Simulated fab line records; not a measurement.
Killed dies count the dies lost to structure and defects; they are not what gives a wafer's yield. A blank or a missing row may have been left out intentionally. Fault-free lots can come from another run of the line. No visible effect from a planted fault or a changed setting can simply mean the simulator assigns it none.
Chamber matching / flow n5-finfet / 4 sister chambers for N5_BEOL_M2_ALD_84 on ald-metal-03
The step deposits TaN, pulse time 2 s, purge time 3 s, co reactant purge time 2 s. 22 wafers are shown with their chamber, then 11 later ones without.

WAFERS, EACH WITH ITS CHAMBER
wafer=L075.2; chamber=0; heater-power-w (W)=413
wafer=L075.5; chamber=0; heater-power-w (W)=419
wafer=L075.6; chamber=1; heater-power-w (W)=360
wafer=L076.4; chamber=3; heater-power-w (W)=412
wafer=L076.5; chamber=1; heater-power-w (W)=357
wafer=L076.6; chamber=0; heater-power-w (W)=415
wafer=L077.2; chamber=3; heater-power-w (W)=415
wafer=L077.3; chamber=0; heater-power-w (W)=417
wafer=L077.4; chamber=2; heater-power-w (W)=385
wafer=L079.4; chamber=3; heater-power-w (W)=419
wafer=L079.5; chamber=0; heater-power-w (W)=427
wafer=L079.6; chamber=1; heater-power-w (W)=375
wafer=L081.2; chamber=2; heater-power-w (W)=394
wafer=L081.3; chamber=1; heater-power-w (W)=366
wafer=L081.5; chamber=3; heater-power-w (W)=413
wafer=L085.3; chamber=0; heater-power-w (W)=427
wafer=L085.4; chamber=3; heater-power-w (W)=416
wafer=L085.5; chamber=3; heater-power-w (W)=413
wafer=L089.1; chamber=3; heater-power-w (W)=419
wafer=L089.3; chamber=1; heater-power-w (W)=362
wafer=L089.6; chamber=3; heater-power-w (W)=422
wafer=L093.1; chamber=3; heater-power-w (W)=412

SIGNATURES, as means of the wafers listed above
reading=heater-power-w; chamber 0=419.67; chamber 1=364.00; chamber 2=389.50; chamber 3=415.67; scatter within a chamber=5.37
Rule: for each reading, subtract the chamber's mean from the wafer's reading, divide by that reading's scatter and square the result; add these up over the readings and take the root, which gives the wafer's distance from the chamber. The wafer belongs to the nearest chamber; if the next one is less than 2 further off, it can't be placed. The scatter: the root of (the sum of the squares of (reading less its chamber's mean) over the shown wafers, divided by (wafers less chambers)).

WAFERS WITHOUT THEIR CHAMBER
wafer=L093.3; heater-power-w (W)=419
wafer=L093.6; heater-power-w (W)=370
wafer=L095.1; heater-power-w (W)=425
wafer=L095.2; heater-power-w (W)=406
wafer=L095.5; heater-power-w (W)=422
wafer=L096.1; heater-power-w (W)=396
wafer=L096.3; heater-power-w (W)=422
wafer=L096.4; heater-power-w (W)=429
wafer=L097.1; heater-power-w (W)=415
wafer=L097.2; heater-power-w (W)=361
wafer=L097.5; heater-power-w (W)=421

WHICH CHAMBER EACH WENT THROUGH
wafer=L093.3; from the rows above=can't be placed: 0 or 3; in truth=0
wafer=L093.6; from the rows above=1; in truth=1
wafer=L095.1; from the rows above=can't be placed: 0 or 3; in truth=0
wafer=L095.2; from the rows above=can't be placed: 3 or 0 or 2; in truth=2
wafer=L095.5; from the rows above=can't be placed: 0 or 3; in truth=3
wafer=L096.1; from the rows above=2; in truth=2
wafer=L096.3; from the rows above=can't be placed: 0 or 3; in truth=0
wafer=L096.4; from the rows above=can't be placed: 0 or 3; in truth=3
wafer=L097.1; from the rows above=can't be placed: 3 or 0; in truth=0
wafer=L097.2; from the rows above=1; in truth=1
wafer=L097.5; from the rows above=can't be placed: 0 or 3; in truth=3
Correctly placed: 3 of 11. Unplaceable from these rows: 8, with the true chamber sitting among the candidates in 8. Wrongly placed: 0.
